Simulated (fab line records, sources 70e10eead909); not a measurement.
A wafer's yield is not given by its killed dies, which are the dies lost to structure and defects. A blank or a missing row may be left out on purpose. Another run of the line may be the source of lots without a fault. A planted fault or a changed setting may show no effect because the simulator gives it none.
One fault seen from 2 desks | flow nand-harc | each desk has only its own numbers; what lay behind them comes last

== THE DEFECT DESK ==
Lot by lot, what the route's inspections counted, given as the mean of those sampled wafers with a number. Marked OUT: a lot whose mean sits more than 4 standard deviations from the usual mean, which makes it out of limits; the brackets give that distance.
Columns: A = raw-defect-count at NHARC_A_CONTACT_INSPECT_71, usual 90
lot  | first seen here | A
L297 | day 22 11:47    | 105
L298 | day 22 12:14    | 72
L300 | day 23 05:35    | 58
L299 | day 23 05:56    | 110
L301 | day 23 06:29    | 118
L302 | day 24 23:11    | 107
L306 | day 25 16:29    | 130
L305 | day 26 00:57    | 16
L314 | day 29 07:15    | 76
L315 | day 30 00:19    | 121
L318 | day 31 07:10    | 134
L319 | day 32 05:41    | 60
Result from this desk: across the 12 lots, nothing is out of limits.

== DESK OF THE TOOL OWNER: rie-diel-11 ==
The tool's own readings at NHARC_A_CONTACT_ETCH_78 (etches the open film in O2/COS, target depth 5300 nm, time 1378 s): means of the sampled wafers that have a number, for each lot that ran on this tool. Marked OUT: a lot whose mean sits more than 4 standard deviations from the usual mean, which makes it out of limits; the brackets give that distance.
Columns: A = drypump-motor-current-A at NHARC_A_CONTACT_ETCH_78, usual 5.7 A; B = oes-product-au at NHARC_A_CONTACT_ETCH_78, usual 1.001 a.u.; C = rf-vpp-V at NHARC_A_CONTACT_ETCH_78, usual 314.4 V; D = showerhead-plenum-p-Torr at NHARC_A_CONTACT_ETCH_78, usual 3.15 Torr; E = throttle-valve-pct at NHARC_A_CONTACT_ETCH_78, usual 28.330 %
lot  | first seen here | A   | B     | C     | D    | E
L298 | day 22 13:11    | 5.5 | 0.999 | 313.8 | 3.10 | 28.326
L300 | day 23 06:32    | 5.5 | 1.006 | 315.2 | 3.19 | 28.327
L299 | day 23 07:20    | 5.5 | 1.008 | 315.6 | 3.19 | 28.331
L301 | day 23 08:33    | 5.5 | 1.006 | 314.8 | 3.17 | 28.332
L306 | day 25 17:32    | 5.3 | 1.012 | 312.8 | 3.11 | 28.328
L305 | day 26 01:37    | 5.8 | 1.004 | 316.0 | 3.24 | 28.340
L314 | day 29 08:13    | 5.5 | 1.003 | 315.0 | 3.16 | 28.332
L315 | day 30 01:13    | 5.6 | 0.997 | 312.4 | 3.02 | 28.330
L318 | day 31 08:08    | 5.5 | 0.998 | 314.2 | 3.15 | 28.330
L319 | day 32 06:22    | 5.5 | 0.988 | 313.4 | 3.10 | 28.337
Result from this desk: across the 10 lots, nothing is out of limits.

== ALL TOGETHER ==
Nothing the defect desk looked at was out of limits.
The tool owner's desk saw nothing out of limits.

== WHAT THE SIMULATOR PUT IN ==
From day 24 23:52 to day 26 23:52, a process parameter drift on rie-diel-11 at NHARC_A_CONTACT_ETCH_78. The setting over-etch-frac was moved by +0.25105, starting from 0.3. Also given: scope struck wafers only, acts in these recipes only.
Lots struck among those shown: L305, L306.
